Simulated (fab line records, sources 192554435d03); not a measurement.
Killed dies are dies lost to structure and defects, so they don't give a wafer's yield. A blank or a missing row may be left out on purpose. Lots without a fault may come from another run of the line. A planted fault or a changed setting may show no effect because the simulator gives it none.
One fault seen from 3 desks | flow n5_finfet | each desk has only its own numbers; what lay behind them comes last

THE DEFECT DESK
What the inspections along the route counted, lot by lot: means of the sampled wafers that have a number. A lot is out of limits, marked OUT, if its mean lies more than 4 standard deviations from the usual mean; the brackets give that distance.
Columns: A = raw_defect_count at N5_BEOL_M11_INSPECT_13, usual 388
lot  | first seen here | A
L636 | day 13 01:49    | 314
L635 | day 13 07:15    | 353
L645 | day 16 07:40    | 369
L652 | day 17 02:31    | 317
L656 | day 20 07:25    | 355
This desk's finding: nothing out of limits on any of the 5 lots.

THE METROLOGY DESK
What the gauges read, lot by lot, whatever tool the lot ran on: means of the sampled wafers that have a number. A lot is out of limits, marked OUT, if its mean lies more than 4 standard deviations from the usual mean; the brackets give that distance.
Columns: A = cd_nm at N5_BEOL_M11_CD_MEAS_11, usual 63.8 nm; B = M11_OVL at N5_BEOL_M11_OVL_MEAS_12, usual 0.2 nm
lot  | first seen here | A    | B
L636 | day 13 01:46    | 64.6 | 0.8
L635 | day 13 07:12    | 63.7 | 0.3
L645 | day 16 07:37    | 64.0 | 0.9
L652 | day 17 02:27    | 63.3 | -0.5
L656 | day 20 07:22    | 63.4 | -0.9
This desk's finding: nothing out of limits on any of the 5 lots.

THE TOOL OWNER'S DESK: rie_diel-02
The tool's own readings at N5_BEOL_M11_ETCH_62 (etches SOC in N2/H2, target depth 110 nm, overetch 22 nm, time 165 s): means of the sampled wafers that have a number, for each lot that ran on this tool. A lot is out of limits, marked OUT, if its mean lies more than 4 standard deviations from the usual mean; the brackets give that distance.
Columns: A = drypump_motor_current_A at N5_BEOL_M11_ETCH_62, usual 5.8 A; B = oes_product_au at N5_BEOL_M11_ETCH_62, usual 0.68 a.u.; C = rf_fwd_power_W at N5_BEOL_M11_ETCH_62, usual 837.3 W; D = rf_vpp_V at N5_BEOL_M11_ETCH_62, usual 524 V; E = showerhead_plenum_p_Torr at N5_BEOL_M11_ETCH_62, usual 2.56 Torr; F = temp_c at N5_BEOL_M11_ETCH_62, usual 40.02 C; G = throttle_valve_pct at N5_BEOL_M11_ETCH_62, usual 17.79 %
lot  | first seen here | A   | B    | C     | D   | E    | F     | G
L635 | day 13 07:22    | 5.8 | 0.63 | 835.0 | 520 | 2.41 | 39.98 | 17.75
L645 | day 16 08:05    | 5.7 | 0.66 | 837.6 | 521 | 2.49 | 40.07 | 17.95
This desk's finding: nothing out of limits on any of the 2 lots.

PUT TOGETHER
The defect desk saw nothing out of limits.
The metrology desk saw nothing out of limits.
The tool owner's desk saw nothing out of limits.

WHAT THE SIMULATOR HAD PUT IN
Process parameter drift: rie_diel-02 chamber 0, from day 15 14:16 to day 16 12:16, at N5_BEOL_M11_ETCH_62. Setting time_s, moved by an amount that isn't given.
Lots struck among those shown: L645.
